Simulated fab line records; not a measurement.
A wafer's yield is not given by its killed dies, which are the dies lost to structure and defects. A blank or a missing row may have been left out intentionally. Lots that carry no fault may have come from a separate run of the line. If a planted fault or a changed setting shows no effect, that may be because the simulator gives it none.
Comparing a struck lot with a sound one	flow n5 finfet	16 out of 1938 route steps
Sound: wafers L745.1, L745.3, L745.5. Struck: wafers L744.5, L744.6 (left out: L744.2, a lot-mate that was not struck); the cause follows at the end.
Order at every step that has rows: each side's tool, ch and its chambers, its first start. Under that, the readings that differ: sound wafers	struck wafers	difference of the means	sigmas: that difference in standard deviations of wafers without a fault.
alike: a reading whose means differ by less than 2 such deviations, as well as words and numbers matching on both sides. not compared: withheld readings; readings where some wafer has no value; bounds like >300 that might hide an equal value; numbers whose values overlap and for which the record gives no deviation.
A row with sigmas, a row that says differs or no value, or rows on one side alone: a step with any of these is where the two part. Numbers that don't overlap but have no deviation are shown without sigmas and don't part them. A reading that every wafer of one side lacks parts them only if that side has two wafers or more.

first, 8 steps without rows for these wafers: N5_SD_EPI_P_COAT_34 (time 60 s, resist thk 350 nm); N5_SD_EPI_P_COAT_35 (time 60 s, resist thk 35 nm); N5_SD_EPI_P_COAT_03 (resist thk 150 nm); N5_SD_EPI_P_EBR_05; N5_SD_EPI_P_SOFTBAKE_04 (time 60 s); N5_SD_EPI_P_EXPOSE_06 (exposes mask SD P BLK, target cd 240 nm); N5_SD_EPI_P_PEB_07 (peb time 60 s); N5_SD_EPI_P_DEVELOP_08 (develop time 30 s).
N5_SD_EPI_P_CD_MEAS_09: the cd target is 240 nm.
  sound on cd sem-03 ch 0, day 7 17:58; struck on cd sem-01 ch 0, day 7 14:56
  alike: cd nm
N5_SD_EPI_P_OVL_MEAS_10:
  sound on overlay-02 ch 0, day 7 17:59; struck on overlay-01 ch 0, day 7 14:58
  alike: SD_P_BLK_OVL
N5_SD_EPI_P_INSPECT_11: inspects for defects (macro).
  struck on defect inspect-01, day 7 14:59; sound on defect inspect-01, day 7 18:01
  alike: raw defect count
N5_SD_EPI_P_DESCUM_14: chemistry O2, time 7.9 s.
  sound on rie diel-04 ch 0,1,3, day 7 18:11; struck on rie diel-05 ch 2,3, day 7 15:19
reading	sound	struck	difference	sigmas
drypump motor current A (A)	5.4 5.4 5.5	6.4 6.5	+1.0	+2
showerhead plenum p Torr (Torr)	2.14 2.14 2.26	2.02 2.06	-0.14	-2
  alike: chamber pressure mTorr, oes product au, rf vpp V, temp c, throttle valve pct
  not compared: rf hours counter h
N5_SD_EPI_P_ETCH_36: etches SiARC in CF4, target depth 45.5 nm, time 75.8 s.
  sound on rie diel-04 ch 0,1,3, day 7 18:13; struck on rie diel-05 ch 2,3, day 7 15:22
reading	sound	struck	difference	sigmas
drypump motor current A (A)	5.3 5.4 5.5	6.3 6.5	+1.0	+2
etch rf on time s (s)	76.9 76.3 76.3	151.3 145.7	+72.0	+45
showerhead plenum p Torr (Torr)	2.20 2.19 2.28	2.07 2.11	-0.13	-2
  alike: chamber pressure mTorr, oes product au, rf vpp V, throttle valve pct
  not compared: rf hours counter h
N5_SD_EPI_P_ETCH_37: etches SOC in N2/H2, overetch 108 nm, time 486 s.
  sound on rie diel-04 ch 0,1,3, day 7 18:17; struck on rie diel-05 ch 2,3, day 7 15:25
reading	sound	struck	difference	sigmas
drypump motor current A (A)	5.3 5.4 5.5	6.4 6.5	+1.0	+2
showerhead plenum p Torr (Torr)	2.62 2.60 2.69	2.45 2.49	-0.17	-2
  alike: chamber pressure mTorr, n2 flow sccm, oes product au, rf vpp V, temp c, throttle valve pct
  not compared: rf hours counter h
-- record jumps: 5 days separate the struck wafers' starts on either side; left off in module SD_EPI_P, taken up again in module BEOL_M4, whose first shown step is the route's number 1111 --
N5_BEOL_M4_RC_MEAS_101:
  sound on prober-01 ch 0, day 12 11:43; struck on prober-02 ch 0, day 12 10:18
reading	sound	struck	difference	sigmas
ION_P (uA/um)	453 449 445	476 463	+20	+2
  alike: DIBL_N, DIBL_P, IOFF_N, IOFF_P, ION_N, SS_N, SS_P, VT_N, VT_P
N5_PASSIVATION_PROBE_49:
  rows exist in the record for the sound wafers here (prober-01, day 16 22:41), none for the struck ones

## WHERE THEY PART
Earliest at N5_SD_EPI_P_DESCUM_14; latest, in this record, at N5_PASSIVATION_PROBE_49.

WHY: the cause the simulator had injected
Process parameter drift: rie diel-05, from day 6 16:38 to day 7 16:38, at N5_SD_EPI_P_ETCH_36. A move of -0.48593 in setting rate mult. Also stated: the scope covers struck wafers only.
